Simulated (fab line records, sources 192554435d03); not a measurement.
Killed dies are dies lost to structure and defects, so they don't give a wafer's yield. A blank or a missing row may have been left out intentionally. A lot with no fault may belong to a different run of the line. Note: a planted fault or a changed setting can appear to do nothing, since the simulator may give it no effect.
A struck lot beside a sound one ; flow n5 finfet ; 16 steps out of a route of 1938
Sound: wafers L129.1, L129.4, L129.5. Wafers L113.2, L113.4, L113.5 were the ones struck. The cause is given at the end.
For every step that has rows: the tool of each side, followed by ch and its chambers, followed by its first start. Under that, the readings that differ: sound wafers ; struck wafers ; difference of the means ; sigmas: that difference in standard deviations of wafers without a fault.
alike: readings whose means differ by less than 2 such deviations, and words and numbers that are the same on both sides. not compared: withheld readings, readings that some wafer has no value for, bounds like >300 that may hide the same value, and numbers for which the record gives no deviation and whose values overlap.
Wherever a step has rows on one side only, a row that says differs or no value, or a row with sigmas, the two part there. Non-overlapping numbers with no deviation appear without sigmas and do not part them. A reading missing from all wafers of one side parts the sides only when that side holds two or more wafers.

first, 1 step without rows for these wafers: N5_BEOL_M2_ALD_84 (deposits TaN, pulse time 2 s, purge time 3 s, co reactant purge time 2 s).
N5_BEOL_M2_SURFACE_TREAT_85:
  sound: pvd sputter-02 at day 12 16:28; struck: pvd sputter-01 at day 8 23:17
  not compared: throttle valve pct
then, 5 steps without rows for these wafers: N5_BEOL_M2_CVD_47 (deposits Co from CCTBA/H2, target thk 3 nm, time 223.8 s); N5_BEOL_M2_SPUTTER_48 (material Cu, target thk 4.5 nm, time 8.29 s); N5_BEOL_M2_ANNEAL_49 (time 240 s); N5_BEOL_M2_SPUTTER_79 (material Cu, target thk 4.5 nm, time 8.29 s); N5_BEOL_M2_ANNEAL_80 (time 240 s).
N5_BEOL_M2_SPUTTER_81: material Cu, target thk 4.5 nm, time 8.29 s.
  sound: pvd sputter-01 at day 12 17:13; struck: pvd sputter-03 at day 9 00:00
  alike: throttle valve pct
N5_BEOL_M2_ANNEAL_82: time 240 s.
  sound: pvd sputter-01 at day 12 17:18; struck: pvd sputter-03 at day 9 00:05
  alike: heater power w, susceptor temp C
N5_BEOL_M2_SPUTTER_86: material Cu, target thk 4.5 nm, time 8.29 s.
  sound: pvd sputter-01 at day 12 17:26; struck: pvd sputter-03 at day 9 00:13
  alike: throttle valve pct
N5_BEOL_M2_ANNEAL_87: time 240 s.
  sound: pvd sputter-01 at day 12 17:31; struck: pvd sputter-03 at day 9 00:18
  alike: heater power w, susceptor temp C
then, 1 step without rows for these wafers: N5_BEOL_M2_SPUTTER_88 (material Cu, target thk 4.5 nm, time 8.29 s).
N5_BEOL_M2_ANNEAL_89: time 240 s.
  sound: pvd sputter-01 at day 12 17:44; struck: pvd sputter-03 at day 9 00:31
  no value came back on the struck wafers for heater power w (W), susceptor temp C (C); on the sound wafers heater power w (W) reads 799 727 824
then, 1 step without rows for these wafers: N5_BEOL_M2_SPUTTER_90 (material Cu, target thk 4.5 nm, time 8.29 s).
N5_BEOL_M4_RC_MEAS_101:
  sound on prober-02 ch 0, day 14 07:40; struck on prober-02 ch 0, day 10 10:37
  alike: DIBL_N, DIBL_P, IOFF_N, IOFF_P, ION_N, ION_P, SS_N, SS_P, VT_N, VT_P
N5_PASSIVATION_PROBE_49:
  the record has rows for the sound wafers here (prober-01, day 19 14:09) and none for the struck ones

## WHERE THEY PART
Last at N5_PASSIVATION_PROBE_49 as far as this record goes, first at N5_BEOL_M2_ANNEAL_89.

WHY: what the simulator had put in
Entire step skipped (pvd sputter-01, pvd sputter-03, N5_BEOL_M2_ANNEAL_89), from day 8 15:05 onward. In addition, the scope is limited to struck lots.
